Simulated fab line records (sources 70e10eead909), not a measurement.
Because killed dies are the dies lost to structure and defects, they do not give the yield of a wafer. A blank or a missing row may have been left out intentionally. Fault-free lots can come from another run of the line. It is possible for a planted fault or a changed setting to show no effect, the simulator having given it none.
fab line records	flow nandHarc
[record] lots = 9	wafers = 27	lastDay = 28
route steps=1302 shown HYBRID_BOND@1237 THIN_TSV@1269 END@1301
lots that met no fault: taken from a fault-free run of the same line
startH: the number of hours between the record's first day and the start of the first shown wafer of the lot	waitH: hours since the lot's step before	" unchanged from the row above	L1.1+2: a single row standing in for several wafers	- either no value or no given start	* or withheld: withheld	< > ~ a bound
route shown NAME@n: a module of which the file shows steps, and the number in the route of the first	usual: average and standard deviation across the fault-free wafers	same: alike in all rows	chamber/n: place in a boat	sites: the reading at each site	_std_site: the values' standard deviation	_edge_site: the outer-site mean with the inner-site mean subtracted	radiusMm: how far each site lies from the wafer's centre	mask NAME#n: copy n	behind: the most recent tool/chamber to have shaped the wafer	hold: cause of the lot's hold/its duration in hours/its outcome	device: which transistor (n, p or np) failed to switch	end of line: the route-end tests of the same wafers	a step without rows: its recipe alone	killed: at the first sort, the dies lost to defects and structure; wafer yield is something else	map: a wafer's dies, x killed, . not, _ none there
set.NAME: the setting the step ran with; set.NAME@STEP: the setting that earlier step ran with	model.NAME: the simulator's own value behind a step, which no gauge read
the route's steps for a sample of lots (tables are steps, rows are wafers)
services: from which hour (startH, from the record's first day; less than 0 if before it) a tool's chamber was out of use, for how many hours, and why
[[steps]]
[step NHARC_HYBRID_BOND_ACTIVATE_00]
[recipe] timeS = 60	n2FlowSccm = 200	arFlowSccm = 0	biasPowerW = 0	chemistry = N2
[usual] drypumpMotorCurrentA = 5.8/0.44	oesProductAu = 0.998/0.013	rfVppV = 64.2/0.95	showerheadPlenumPTorr = 1.76/0.095
lot.wafer	tool	chamber	startH	waitH	drypumpMotorCurrentA	oesProductAu	rfHoursCounterH	rfVppV	showerheadPlenumPTorr
L626.2	rieDiel-06	2	538.69	0.1	5.8	0.997	5	64.5	1.84
L626.3	"	0	"	"	6.4	0.984	5	64.0	1.65
L626.6	"	2	"	"	5.8	0.993	-	63.2	1.84
L629.1	rieDiel-02	0	556.60	0.1	6.3	0.999	60	65.3	1.82
L629.4	"	2	"	"	5.3	0.987	60	63.1	1.72
L629.5	"	1	"	"	5.7	0.983	-	66.0	1.90
L630.3	rieDiel-06	0	593.05	0.1	6.4	0.990	10	65.0	1.65
L630.1	"	1	"	"	5.9	0.984	7	63.5	1.67
L630.5	"	0	"	"	6.4	0.994	-	64.1	1.65
L632.2	rieDiel-04	1	610.17	0.1	6.0	1.011	26	65.1	1.91
L632.1	"	2	"	"	4.8	1.006	24	64.7	1.78
L632.5	"	1	"	"	6.0	1.005	-	64.3	1.91
L633.1	rieDiel-04	2	625.41	0.1	4.8	1.001	30	65.1	1.78
L633.4	"	0	"	"	5.3	0.967	30	63.4	1.82
L633.6	"	2	"	"	4.8	1.002	-	65.5	1.78
L635.2	rieDiel-04	3	626.99	0.1	5.6	1.001	32	65.5	1.88
L635.4	"	0	"	"	5.3	0.986	31	64.1	1.82
L635.3	"	1	"	"	6.0	1.003	33	65.3	1.91
L637.3	rieDiel-06	2	629.31	0.1	5.8	1.008	12	64.5	1.83
L637.4	"	0	"	"	6.4	0.992	13	63.0	1.65
L637.5	"	2	"	"	5.8	1.011	-	63.8	1.83
L636.1	rieDiel-06	2	641.64	0.1	5.8	1.002	13	64.0	1.83
L636.2	"	3	"	"	6.1	1.015	14	64.5	1.64
L636.6	"	1	"	"	5.9	0.969	-	63.1	1.67
L638.4	rieDiel-06	3	645.78	0.1	6.1	1.016	14	63.4	1.64
L638.6	"	3	"	"	6.0	1.013	-	63.1	1.64
L638.5	"	0	"	"	6.4	0.994	-	63.6	1.65
[step NHARC_HYBRID_BOND_OVL_MEAS_05]
[usual] overlayXNm = 2/34	overlayYNm = -3/29
lot.wafer	tool	chamber	startH	waitH	overlayXNm	overlayYNm
L626.2	overlay-02	-	548.10	0.4	-9	-64
L626.3	"	-	"	"	-13	-5
L626.6	"	-	"	"	41	-49
L629.1	overlay-01	-	563.15	0.4	-11	7
L629.4	"	-	"	"	-12	-23
L629.5	"	-	"	"	5	42
L630.1	overlay-02	-	602.71	0.4	33	2
L630.3	"	-	"	"	-42	-10
L630.5	"	-	"	"	-14	-11
L632.1	overlay-01	-	620.37	0.4	64	-36
L632.2	"	-	"	"	-48	48
L632.5	"	-	"	"	76	-14
L633.1	overlay-01	-	635.07	0.4	39	-13
L633.4	"	-	"	"	-75	39
L633.6	"	-	"	"	1	8
L635.2	overlay-02	-	635.07	0.4	-27	16
L635.3	"	-	"	"	0	-17
L635.4	"	-	"	"	-31	-72
L637.3	overlay-01	-	638.70	0.4	9	22
L637.4	"	-	"	"	-63	15
L637.5	"	-	"	"	-7	-1
L636.1	overlay-01	-	651.00	0.4	18	-11
L636.2	"	-	"	"	24	-34
L636.6	"	-	"	"	28	-23
L638.4	overlay-02	-	655.56	0.4	-53	-6
L638.5	"	-	"	"	-38	-13
L638.6	"	-	"	"	-13	-34
[step NHARC_THIN_TSV_STRIP_62]
[recipe] powerW = 1500	tempC = 250	timeS = 20	chemistry = N2/H2
[usual] drypumpMotorCurrentA = 5.95/0.29	heaterPowerW = 340/30
lot.wafer	tool	chamber	startH	waitH	drypumpMotorCurrentA	heaterPowerW	rfHoursCounterH
L626.2	plasmaAsher-02	0	578.51	-	5.67	387	30
L626.3	"	1	"	"	6.54	319	-
L626.6	"	0	"	"	5.65	378	-
L629.1	plasmaAsher-01	1	582.09	-	5.71	350	11
L629.4	"	1	"	"	5.73	348	-
L629.5	"	1	"	"	5.75	345	-
L630.1	plasmaAsher-01	0	608.54	-	6.03	314	18
L630.3	"	1	"	"	5.73	352	-
L630.5	"	1	"	"	5.77	349	-
L632.2	plasmaAsher-01	1	625.83	-	5.71	354	22
L632.1	"	0	"	"	6.05	317	22
L632.5	"	1	"	"	5.75	346	-
L633.1	plasmaAsher-01	1	640.64	-	5.76	347	26
L633.4	"	0	"	"	6.02	314	-
L633.6	"	1	"	"	5.77	342	-
L635.2	plasmaAsher-01	0	641.73	-	6.03	308	26
L635.4	"	1	"	"	5.71	343	-
L635.3	"	0	"	"	6.04	319	-
L637.3	plasmaAsher-01	1	644.22	-	5.78	346	-
L637.4	"	0	"	"	6.06	314	-
L637.5	"	0	"	"	6.07	309	-
L636.2	plasmaAsher-01	1	656.53	-	5.72	359	29
L636.1	"	0	"	"	6.03	312	29
L636.6	"	1	"	"	5.73	343	-
L638.4	plasmaAsher-01	1	660.84	-	5.74	340	-
L638.6	"	1	"	"	5.78	354	-
L638.5	"	0	"	"	6.08	307	-
[step NHARC_THIN_TSV_PVD_51]
[recipe] targetThkA = 1000	chamberPressurePa = 5	material = Cu
[usual] throttleValvePct = 30.2/1.1
lot.wafer	tool	chamber	startH	waitH	throttleValvePct
L626.2	pvdSputter-03	-	578.98	-	30.0
L626.3	"	-	"	"	33.0
L626.6	"	-	"	"	29.5
L629.4	pvdSputter-03	-	582.63	-	29.6
L629.1	"	-	"	"	30.1
L629.5	"	-	"	"	33.2
L630.3	pvdSputter-01	-	608.98	-	30.8
L630.1	"	-	"	"	30.4
L630.5	"	-	"	"	28.6
L632.2	pvdSputter-02	-	626.30	-	29.8
L632.1	"	-	"	"	29.5
L632.5	"	-	"	"	31.3
L633.1	pvdSputter-03	-	641.06	-	29.9
L633.4	"	-	"	"	30.4
L633.6	"	-	"	"	29.6
L635.3	pvdSputter-03	-	642.16	-	29.8
L635.4	"	-	"	"	29.9
L635.2	"	-	"	"	30.3
L637.4	pvdSputter-03	-	644.66	-	33.2
L637.3	"	-	"	"	29.8
L637.5	"	-	"	"	29.9
L636.2	pvdSputter-02	-	656.99	-	30.6
L636.1	"	-	"	"	29.7
L636.6	"	-	"	"	30.6
L638.4	pvdSputter-03	-	661.24	-	30.0
L638.5	"	-	"	"	29.7
L638.6	"	-	"	"	29.8
[step NHARC_END_WLT_00]
[usual] VT_DECK1_BOTTOM = 0.871/0.0067	VT_DECK1_BOTTOM_INNER = 0.871/0.0073	VT_DECK1_MEDIAN_NEAR_BOTTOM = 0.872/0.0071	VT_DECK1_MEDIAN_NEAR_BOTTOM_INNER = 0.872/0.0073	VT_DECK1_MIDDLE = 0.885/0.0058	VT_DECK1_MIDDLE_INNER = 0.885/0.0063	VT_DECK1_TOP = 0.897/0.0061	VT_DECK1_TOP_INNER = 0.897/0.0062	VT_DECK2_BOTTOM = 0.869/0.0078	VT_DECK2_BOTTOM_INNER = 0.868/0.0078	VT_DECK2_MEDIAN_NEAR_BOTTOM = 0.870/0.007	VT_DECK2_MEDIAN_NEAR_BOTTOM_INNER = 0.871/0.0079	VT_DECK2_MIDDLE = 0.883/0.007	VT_DECK2_MIDDLE_INNER = 0.884/0.0064	VT_DECK2_TOP = 0.896/0.0062	VT_DECK2_TOP_INNER = 0.896/0.0067
lot.wafer	tool	chamber	startH	waitH	hold	VT_DECK1_BOTTOM	VT_DECK1_BOTTOM_INNER	VT_DECK1_MEDIAN_NEAR_BOTTOM	VT_DECK1_MEDIAN_NEAR_BOTTOM_INNER	VT_DECK1_MIDDLE	VT_DECK1_MIDDLE_INNER	VT_DECK1_TOP	VT_DECK1_TOP_INNER	VT_DECK2_BOTTOM	VT_DECK2_BOTTOM_INNER	VT_DECK2_MEDIAN_NEAR_BOTTOM	VT_DECK2_MEDIAN_NEAR_BOTTOM_INNER	VT_DECK2_MIDDLE	VT_DECK2_MIDDLE_INNER	VT_DECK2_TOP	VT_DECK2_TOP_INNER
L626.2	prober-01	-	598.38	12.5	-	0.862	0.864	0.859	0.865	0.883	0.876	0.891	0.889	0.874	0.873	0.878	0.876	0.889	0.887	0.895	0.892
L626.3	"	-	"	"	-	0.867	0.859	0.866	0.867	0.883	0.878	0.893	0.889	0.873	0.871	0.878	0.878	0.893	0.886	0.894	0.886
L626.6	"	-	600.33	14.4	-	0.865	0.863	0.858	0.867	0.877	0.889	0.892	0.891	0.875	0.871	0.872	0.886	0.876	0.891	0.899	0.897
L629.1	prober-01	-	605.74	15.6	-	0.875	0.878	0.872	0.877	0.895	0.891	0.897	0.892	0.876	0.872	0.866	0.862	0.877	0.885	0.890	0.895
L629.4	"	-	607.24	17.1	-	0.877	0.876	0.875	0.861	0.889	0.876	0.900	0.894	0.860	0.871	0.872	0.859	0.886	0.884	0.906	0.891
L629.5	"	-	"	"	-	0.875	0.878	0.870	0.873	0.883	0.882	0.892	0.903	0.868	0.859	0.871	0.870	0.879	0.880	0.902	0.897
L630.1	prober-01	-	621.31	3.5	-	0.883	0.876	0.872	0.877	0.894	0.893	0.913	0.907	0.860	0.871	0.867	0.876	0.888	0.890	0.898	0.896
L630.3	"	-	622.33	4.5	-	0.875	0.877	0.878	0.870	0.897	0.889	0.908	0.912	0.867	0.868	0.865	0.871	0.881	0.884	0.893	0.901
L630.5	"	-	623.34	5.5	-	0.877	0.874	0.874	0.880	0.891	0.891	0.907	0.911	0.869	0.872	0.875	0.872	0.889	0.887	0.902	0.891
L632.1	prober-02	-	635.37	0.1	-	0.867	0.866	0.857	0.861	0.881	0.878	0.892	0.892	0.864	0.864	0.867	0.866	0.883	0.877	0.903	0.891
L632.2	"	-	"	"	-	0.880	0.872	0.877	0.869	0.884	0.880	0.901	0.894	0.857	0.852	0.864	0.858	0.867	0.875	0.894	0.885
L632.5	"	-	637.35	2.0	-	0.869	0.866	0.864	0.868	0.885	0.883	0.902	0.898	0.863	0.862	0.869	0.873	0.880	0.888	0.894	0.897
L633.1	prober-02	-	651.69	0.1	-	0.863	0.867	0.871	0.864	0.878	0.881	0.892	0.895	0.859	0.858	0.871	0.870	0.882	0.879	0.887	0.886
L633.4	"	-	653.19	1.6	-	0.869	0.872	0.870	0.874	0.889	0.880	0.898	0.894	0.874	0.866	0.877	0.872	0.888	0.884	0.894	0.894
L633.6	"	-	654.19	2.6	-	0.874	0.874	0.874	0.878	0.883	0.881	0.906	0.899	0.855	0.854	0.861	0.871	0.873	0.878	0.893	0.896
L635.2	prober-01	-	652.18	0.6	-	0.878	0.874	0.874	0.880	0.887	0.889	0.899	0.898	0.863	0.873	0.871	0.876	0.878	0.893	0.903	0.904
L635.3	"	-	"	"	-	0.869	0.868	0.863	0.869	0.881	0.888	0.905	0.901	0.876	0.877	0.875	0.876	0.892	0.895	0.906	0.897
L635.4	"	-	"	"	-	0.869	0.872	0.884	0.879	0.885	0.888	0.894	0.889	0.874	0.871	0.873	0.875	0.889	0.894	0.906	0.909
L637.3	prober-02	-	660.54	8.9	-	0.875	0.870	0.865	0.872	0.888	0.885	0.896	0.902	0.857	0.855	0.860	0.850	0.872	0.872	0.899	0.892
L637.4	"	-	"	"	-	0.879	0.873	0.874	0.872	0.894	0.879	0.902	0.901	0.870	0.874	0.876	0.870	0.883	0.885	0.895	0.893
L637.5	"	-	"	"	-	0.874	0.863	0.872	0.867	0.887	0.889	0.901	0.904	0.862	0.861	0.863	0.858	0.886	0.887	0.902	0.891
L636.1	prober-02	-	667.20	0.1	-	0.860	0.862	0.862	0.857	0.876	0.874	0.893	0.896	0.868	0.864	0.879	0.872	0.884	0.886	0.893	0.900
L636.2	"	-	"	"	-	0.868	0.864	0.862	0.861	0.885	0.877	0.893	0.888	0.859	0.868	0.867	0.867	0.882	0.884	0.894	0.887
L636.6	"	-	669.70	2.6	-	0.866	0.863	0.871	0.869	0.880	0.869	0.888	0.892	0.856	0.871	0.860	0.870	0.884	0.875	0.893	0.897
L638.4	prober-01	-	668.66	1.5	awaitDispo/0.2h/release	0.874	0.877	0.871	0.869	0.880	0.880	0.893	0.896	0.874	0.868	0.865	0.867	0.885	0.882	0.895	0.894
L638.5	"	-	"	"	awaitDispo/0.2h/release	0.871	0.869	0.868	0.867	0.874	0.882	0.894	0.886	0.866	0.871	0.869	0.869	0.885	0.878	0.893	0.905
L638.6	"	-	"	"	awaitDispo/0.2h/release	0.875	0.873	0.878	0.878	0.888	0.887	0.896	0.899	0.870	0.868	0.865	0.865	0.876	0.878	0.882	0.900
L638.4	prober-01	-	676.46	7.3	-	0.874	0.872	0.865	0.877	0.884	0.879	0.903	0.888	0.867	0.862	0.866	0.868	0.874	0.881	0.894	0.892
L638.5	"	-	"	"	-	0.866	0.861	0.871	0.881	0.874	0.877	0.886	0.898	0.865	0.869	0.866	0.863	0.886	0.889	0.889	0.896
L638.6	"	-	"	"	-	0.881	0.868	0.867	0.873	0.889	0.887	0.901	0.899	0.867	0.874	0.864	0.868	0.881	0.887	0.892	0.900
[step NHARC_END_SORT_01]
[recipe] tempC = 25
[usual] defectLimitedYield = 92.4/2.2	killedAtArray = 46/15	killedAtOther = 1.0/1.3	killedAtPeriphery = 4/3	killedDies = 51/15	killedOpen = 3.2/1.8	killedShort = 2.5/1.5	sort_bin_2_pct = 2.7/1.1	sort_bin_3_pct = 0.6/0.34	sort_bin_4_pct = 4.3/1.3	sortNPass = 626/15	sortRimYieldPct = 89/4.4	sortYieldPct = 92.4/2.2
[same] grossDies = 677	sort_bin_5_pct[%] = 0	sort_bin_6_pct[%] = 0	sort_bin_7_pct[%] = 0	sort_bin_8_pct[%] = 0	sortRimNGross = 106.00
lot.wafer	tool	chamber	startH	waitH	hold	defectLimitedYield[%]	killedAtArray	killedAtOther	killedAtPeriphery	killedDies	killedOpen	killedShort	sort_bin_2_pct[%]	sort_bin_3_pct[%]	sort_bin_4_pct[%]	sortNPass	sortRimYieldPct[%]	sortYieldPct[%]
L626.2	prober-01	0	601.64	2.8	-	90.8	51	2	9	62	1	2	3.2	1.0	4.9	615	92	90.8
L626.3	prober-01	0	602.46	3.1	-	93.9	39	0	2	41	3	1	2.2	0.1	3.7	636	98	93.9
L626.6	prober-01	0	604.92	4.1	-	94.8	29	0	6	35	3	2	1.9	0.1	3.1	642	89	94.8
L629.1	prober-01	0	608.75	2.5	-	93.4	40	0	5	45	2	4	1.8	0.3	4.6	632	88	93.4
L629.4	prober-01	0	611.14	3.4	-	93.2	35	0	11	46	4	4	3.2	0.3	3.2	631	86	93.2
L629.5	prober-01	0	611.93	3.7	-	93.9	37	1	3	41	0	1	2.7	0.4	3.0	636	88	93.9
L630.1	prober-01	0	624.36	2.5	-	90.4	61	0	4	65	3	1	3.5	0.9	5.2	612	90	90.4
L630.3	prober-01	0	625.95	3.1	-	93.5	40	1	3	44	3	2	1.8	0.3	4.4	633	86	93.5
L630.5	prober-01	0	627.54	3.7	-	92.5	47	2	2	51	3	2	2.8	1.0	3.7	626	80	92.5
L632.1	prober-02	0	638.34	2.5	-	92.9	46	0	2	48	6	0	1.9	0.9	4.3	629	89	92.9
L632.2	prober-02	0	639.14	2.8	-	93.2	44	0	2	46	4	1	2.1	0.7	4.0	631	88	93.2
L632.5	prober-02	0	641.51	3.7	-	93.5	44	0	0	44	3	2	2.8	0.6	3.1	633	87	93.5
L633.1	prober-02	0	654.69	2.5	-	93.1	39	3	5	47	5	3	2.8	0.7	3.4	630	87	93.1
L633.4	prober-02	0	657.12	3.4	-	94.7	30	3	3	36	3	0	1.8	0.7	2.8	641	90	94.7
L633.6	prober-02	0	658.74	4.0	-	92.5	49	2	0	51	5	1	1.8	0.3	5.5	626	86	92.5
L635.2	prober-01	0	655.54	2.8	-	85.8	85	1	10	96	3	4	5.5	1.6	7.1	581	87	85.8
L635.3	prober-01	0	656.35	3.1	-	90.5	57	1	6	64	3	4	3.4	0.6	5.5	613	85	90.5
L635.4	prober-01	0	657.15	3.4	-	88.3	73	3	3	79	2	1	4.9	0.9	5.9	598	92	88.3
L637.3	prober-02	0	664.08	3.0	-	94.8	33	0	2	35	6	5	0.9	0.1	4.1	642	92	94.8
L637.4	prober-02	0	664.86	3.3	-	93.6	36	0	7	43	2	3	2.1	0.1	4.1	634	89	93.6
L637.5	prober-02	0	665.64	3.6	-	96.5	19	0	5	24	3	2	1.2	0.3	2.1	653	92	96.5
L636.1	prober-02	0	670.20	2.5	-	89.7	64	0	6	70	7	4	3.4	0.6	6.4	607	97	89.7
L636.2	prober-02	0	671.00	2.8	-	93.8	32	1	9	42	4	2	1.8	0.6	3.8	635	89	93.8
L636.6	prober-02	0	674.20	4.0	-	93.5	37	2	5	44	2	6	2.2	0.9	3.4	633	89	93.5
L638.4	prober-01	0	680.36	3.4	awaitDispo/4.0h/release	84.3	38	64	4	106	2	3	5.9	3.0	6.8	571	80	84.3
L638.5	prober-01	0	681.16	3.7	awaitDispo/4.0h/release	84.2	45	59	3	107	0	2	5.5	1.6	8.7	570	80	84.2
L638.6	prober-01	0	681.96	4.0	awaitDispo/4.0h/release	83.5	39	71	2	112	4	4	8.1	2.1	6.4	565	89	83.5
// killed by level:class
L626.2 A_CHANNEL_HOLE_D1:chamberFilmFlake=37 A_CHANNEL_HOLE_D2:chamberFilmFlake=6 P_M2:chamberFilmFlake=4 A_STAIRCASE:chamberFilmFlake=3 A_CONTACT:chamberFilmFlake=3 P_GATE:chamberFilmFlake=2 A_ONON_D1:geometricParticle:short=1 STARTING-WAFER:geometricParticle:open=1
L626.3 A_CHANNEL_HOLE_D1:chamberFilmFlake=28 A_CHANNEL_HOLE_D2:chamberFilmFlake=3 A_CONTACT:chamberFilmFlake=3 A_ONON_D2:geometricParticle:open=2 A_ONON_D2:geometricParticle:short=1 A_WL_FILL:geometricParticle:open=1 P_STI:chamberFilmFlake=1 P_M2:chamberFilmFlake=1
L626.6 A_CHANNEL_HOLE_D1:chamberFilmFlake=16 A_CHANNEL_HOLE_D2:chamberFilmFlake=6 P_ZERO_WELL:chamberFilmFlake=2 P_M2:chamberFilmFlake=2 P_STI:geometricParticle:open=1 A_ONON_D1:geometricParticle:short=1 A_CHANNEL_FILL_D1:geometricParticle:open=1 A_CHANNEL_FILL_D1:geometricParticle:short=1
L629.1 A_CHANNEL_HOLE_D1:chamberFilmFlake=18 A_CHANNEL_HOLE_D2:chamberFilmFlake=12 P_M1:chamberFilmFlake=4 A_STAIRCASE:chamberFilmFlake=2 A_CONTACT:chamberFilmFlake=2 P_GATE:geometricParticle:short=1 A_SOURCE_PLATE:geometricParticle:open=1 A_ONON_D1:geometricParticle:short=1
L629.4 A_CHANNEL_HOLE_D1:chamberFilmFlake=15 A_CHANNEL_HOLE_D2:chamberFilmFlake=7 P_GATE:chamberFilmFlake=6 A_CONTACT:chamberFilmFlake=3 P_M1:chamberFilmFlake=2 A_STAIRCASE:chamberFilmFlake=2 P_GATE:geometricParticle:short=1 P_M0:geometricParticle:open=1
L629.5 A_CHANNEL_HOLE_D1:chamberFilmFlake=19 A_CHANNEL_HOLE_D2:chamberFilmFlake=9 A_CONTACT:chamberFilmFlake=5 A_CHANNEL_FILL_D2:geometricParticle:short=1 P_STI:chamberFilmFlake=1 P_GATE:chamberFilmFlake=1 P_M1:chamberFilmFlake=1 A_CHANNEL_FILL_D2:chamberFilmFlake=1
L630.1 A_CHANNEL_HOLE_D2:chamberFilmFlake=37 A_SLIT:chamberFilmFlake=15 A_CONTACT:chamberFilmFlake=4 P_GATE:geometricParticle:open=1 P_CONTACT:geometricParticle:short=1 A_CHANNEL_FILL_D1:geometricParticle:open=1 A_M0:geometricParticle:open=1 P_ZERO_WELL:chamberFilmFlake=1
L630.3 A_CHANNEL_HOLE_D2:chamberFilmFlake=17 A_SLIT:chamberFilmFlake=15 A_WL_FILL:chamberFilmFlake=2 P_CONTACT:geometricParticle:open=1 P_M0:geometricParticle:open=1 A_CHANNEL_FILL_D1:geometricParticle:short=1 A_ONON_D2:geometricParticle:open=1 A_M0:geometricParticle:short=1
L630.5 A_SLIT:chamberFilmFlake=20 A_CHANNEL_HOLE_D2:chamberFilmFlake=16 THIN_TSV:chamberFilmFlake=2 P_M0:geometricParticle:short=1 A_ONON_D2:geometricParticle:open=1 A_ONON_D2:geometricParticle:short=1 A_CHANNEL_FILL_D2:geometricParticle:open=1 A_M0:geometricParticle:open=1
L632.1 A_SLIT:chamberFilmFlake=19 A_CHANNEL_HOLE_D2:chamberFilmFlake=9 A_CONTACT:chamberFilmFlake=6 A_CHANNEL_HOLE_D1:chamberFilmFlake=2 A_CHANNEL_FILL_D2:chamberFilmFlake=2 P_M1:geometricParticle:open=1 A_CHANNEL_HOLE_D1:geometricParticle:open=1 A_CHANNEL_FILL_D1:geometricParticle:open=1
L632.2 A_SLIT:chamberFilmFlake=20 A_CHANNEL_HOLE_D2:chamberFilmFlake=9 A_CONTACT:chamberFilmFlake=5 A_DECK1_JOINT:geometricParticle:open=2 A_CHANNEL_HOLE_D1:chamberFilmFlake=2 A_CHANNEL_FILL_D1:chamberFilmFlake=2 A_CHANNEL_FILL_D2:chamberFilmFlake=2 P_M0:geometricParticle:open=1
L632.5 A_SLIT:chamberFilmFlake=19 A_CHANNEL_HOLE_D2:chamberFilmFlake=8 A_CHANNEL_HOLE_D1:chamberFilmFlake=4 A_CONTACT:chamberFilmFlake=4 A_M0:geometricParticle:open=2 A_CHANNEL_FILL_D2:chamberFilmFlake=2 A_CHANNEL_FILL_D1:geometricParticle:short=1 A_CHANNEL_HOLE_D2:geometricParticle:short=1
L633.1 A_SLIT:chamberFilmFlake=18 A_CHANNEL_HOLE_D1:chamberFilmFlake=7 A_CHANNEL_HOLE_D2:chamberFilmFlake=5 P_M0:geometricParticle:open=2 A_STAIRCASE:chamberFilmFlake=2 A_BONDPAD:chamberFilmFlake=2 THIN_TSV:chamberFilmFlake=2 P_STI:geometricParticle:short=1
L635.2 A_CHANNEL_HOLE_D1:chamberFilmFlake=32 A_SLIT:chamberFilmFlake=21 A_CHANNEL_HOLE_D2:chamberFilmFlake=8 A_CONTACT:chamberFilmFlake=7 A_WL_FILL:chamberFilmFlake=4 P_STI:chamberFilmFlake=3 P_GATE:chamberFilmFlake=3 A_STAIRCASE:chamberFilmFlake=3
L635.3 A_SLIT:chamberFilmFlake=21 A_CHANNEL_HOLE_D1:chamberFilmFlake=15 A_CONTACT:chamberFilmFlake=6 A_CHANNEL_HOLE_D2:chamberFilmFlake=5 P_ZERO_WELL:chamberFilmFlake=3 P_M1:geometricParticle:open=2 A_WL_FILL:chamberFilmFlake=2 A_CHANNEL_HOLE_D1:geometricParticle:open=1
L633.4 A_SLIT:chamberFilmFlake=19 A_CHANNEL_HOLE_D2:chamberFilmFlake=4 A_ZERO_WELL:chamberFilmFlake=2 THIN_TSV:chamberFilmFlake=2 P_GATE:geometricParticle:open=1 A_ONON_D2:geometricParticle:open=1 A_CHANNEL_HOLE_D2:geometricParticle:open=1 P_STI:chamberFilmFlake=1
L635.4 A_CHANNEL_HOLE_D1:chamberFilmFlake=37 A_SLIT:chamberFilmFlake=18 A_CHANNEL_HOLE_D2:chamberFilmFlake=7 A_CONTACT:chamberFilmFlake=3 THIN_TSV:chamberFilmFlake=3 P_GATE:chamberFilmFlake=2 A_WL_FILL:chamberFilmFlake=2 A_CHANNEL_FILL_D1:geometricParticle:short=1
L633.6 A_SLIT:chamberFilmFlake=24 A_CHANNEL_HOLE_D2:chamberFilmFlake=7 A_CONTACT:chamberFilmFlake=3 A_ZERO_WELL:chamberFilmFlake=2 A_STAIRCASE:chamberFilmFlake=2 A_WL_FILL:chamberFilmFlake=2 THIN_TSV:chamberFilmFlake=2 A_CHANNEL_HOLE_D1:geometricParticle:open=1
L637.3 A_CHANNEL_HOLE_D2:chamberFilmFlake=11 A_CHANNEL_HOLE_D1:chamberFilmFlake=5 A_SLIT:chamberFilmFlake=5 A_BLC:geometricParticle:open=3 P_M0:geometricParticle:short=1 A_ONON_D1:geometricParticle:open=1 A_CHANNEL_HOLE_D1:geometricParticle:short=1 A_DECK1_JOINT:geometricParticle:short=1
L637.4 A_CHANNEL_HOLE_D2:chamberFilmFlake=13 P_GATE:chamberFilmFlake=5 A_SLIT:chamberFilmFlake=5 A_CHANNEL_HOLE_D1:chamberFilmFlake=4 A_STAIRCASE:chamberFilmFlake=4 A_ZERO_WELL:chamberFilmFlake=2 A_CONTACT:chamberFilmFlake=2 P_M1:geometricParticle:short=1
L637.5 A_CHANNEL_HOLE_D2:chamberFilmFlake=11 A_CHANNEL_HOLE_D1:chamberFilmFlake=5 A_ONON_D2:geometricParticle:open=2 P_GATE:chamberFilmFlake=2 P_CONTACT:geometricParticle:open=1 P_CONTACT:geometricParticle:short=1 P_M0:geometricParticle:short=1 A_CONTACT:chamberFilmFlake=1
L636.1 A_CHANNEL_HOLE_D1:chamberFilmFlake=41 A_SLIT:chamberFilmFlake=5 P_BONDPAD:chamberFilmFlake=3 A_CONTACT:chamberFilmFlake=3 A_WL_FILL:geometricParticle:short=2 A_CHANNEL_FILL_D2:chamberFilmFlake=2 P_GATE:geometricParticle:open=1 P_M0:geometricParticle:open=1
L636.2 A_CHANNEL_HOLE_D1:chamberFilmFlake=16 A_CONTACT:chamberFilmFlake=4 P_STI:chamberFilmFlake=3 P_BONDPAD:chamberFilmFlake=3 A_SLIT:chamberFilmFlake=3 A_CHANNEL_HOLE_D2:chamberFilmFlake=2 P_GATE:geometricParticle:open=1 A_DECK1_JOINT:geometricParticle:open=1
L636.6 A_CHANNEL_HOLE_D1:chamberFilmFlake=18 A_CONTACT:chamberFilmFlake=5 A_ONON_D1:geometricParticle:short=2 A_ONON_D2:geometricParticle:short=2 A_CHANNEL_FILL_D1:chamberFilmFlake=2 A_CHANNEL_FILL_D2:chamberFilmFlake=2 A_SLIT:chamberFilmFlake=2 THIN_TSV:chamberFilmFlake=2
L638.4 THIN_TSV:unspecified=64 A_CHANNEL_HOLE_D2:chamberFilmFlake=13 A_CONTACT:chamberFilmFlake=6 A_CHANNEL_HOLE_D1:chamberFilmFlake=5 A_CHANNEL_FILL_D2:chamberFilmFlake=5 P_GATE:chamberFilmFlake=3 A_STAIRCASE:chamberFilmFlake=3 A_WL_FILL:geometricParticle:open=2
L638.5 THIN_TSV:unspecified=58 A_CHANNEL_HOLE_D2:chamberFilmFlake=10 A_CHANNEL_HOLE_D1:chamberFilmFlake=7 A_CONTACT:chamberFilmFlake=7 A_CHANNEL_FILL_D2:chamberFilmFlake=6 A_STAIRCASE:chamberFilmFlake=6 A_SLIT:chamberFilmFlake=3 A_WL_FILL:chamberFilmFlake=3
L638.6 THIN_TSV:unspecified=71 A_CHANNEL_HOLE_D2:chamberFilmFlake=10 A_CHANNEL_FILL_D2:chamberFilmFlake=7 A_CHANNEL_HOLE_D1:chamberFilmFlake=6 A_STAIRCASE:chamberFilmFlake=3 A_CONTACT:chamberFilmFlake=3 A_WL_FILL:geometricParticle:short=2 A_SLIT:chamberFilmFlake=2
[[services]]
tool	chamber	startH	hours	kind
rieDiel-06	0	517.73	-	clean
rieDiel-06	1	517.73	-	clean
rieDiel-06	2	517.73	-	clean
rieDiel-06	3	517.73	-	clean
plasmaAsher-01	-	519.00	9.0	pm
plasmaAsher-01	0	519.00	9.0	ventCycle
plasmaAsher-01	1	519.00	9.0	ventCycle
pvdSputter-03	-	526.00	10.0	pm
rieDiel-04	2	526.64	16.0	repair
plasmaAsher-01	0	528.00	-	clean
plasmaAsher-01	1	528.00	-	clean
rieDiel-04	-	532.05	9.0	pm
rieDiel-06	0	542.23	-	clean
rieDiel-06	1	542.23	-	clean
rieDiel-06	2	542.23	-	clean
rieDiel-02	-	571.62	9.0	pm
pvdSputter-01	-	573.23	5.5	repair
pvdSputter-01	-	582.00	10.0	pm
rieDiel-06	-	583.27	0.9	repair
pvdSputter-03	-	594.18	1.0	repair
plasmaAsher-02	-	603.19	9.0	pm
rieDiel-02	2	608.45	27.5	repair
rieDiel-02	0	634.95	11.6	repair
rieDiel-06	-	661.23	9.0	pm
[[key]]
[firstSign] step = NHARC_END_SORT_01	reading = killedAtOther	direction = up	sigmas = 48	usual = 1.0	struck = 64.7
[effect] step = NHARC_END_SORT_01	reading = defectLimitedYield	direction = down	sigmas = 3.9	usual = 92.4	struck = 84.0
[moreKillsBornAt] NHARC_THIN_TSV_PVD_51@pvdSputter-03 = 193
metAt NHARC_THIN_TSV_PVD_51
struckLots L638
notActingAt NHARC_HYBRID_BOND_ACTIVATE_00,NHARC_HYBRID_BOND_OVL_MEAS_05,NHARC_THIN_TSV_STRIP_62
onsetBetween 644.66 661.24
alsoFits time
[fault] kind = chamberParticleSource	tool = pvdSputter-03	chamber = -	onsetH = 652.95	steps = NHARC_THIN_TSV_PVD_51	ratePerVisitCm2 = 0.59016	endH = 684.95
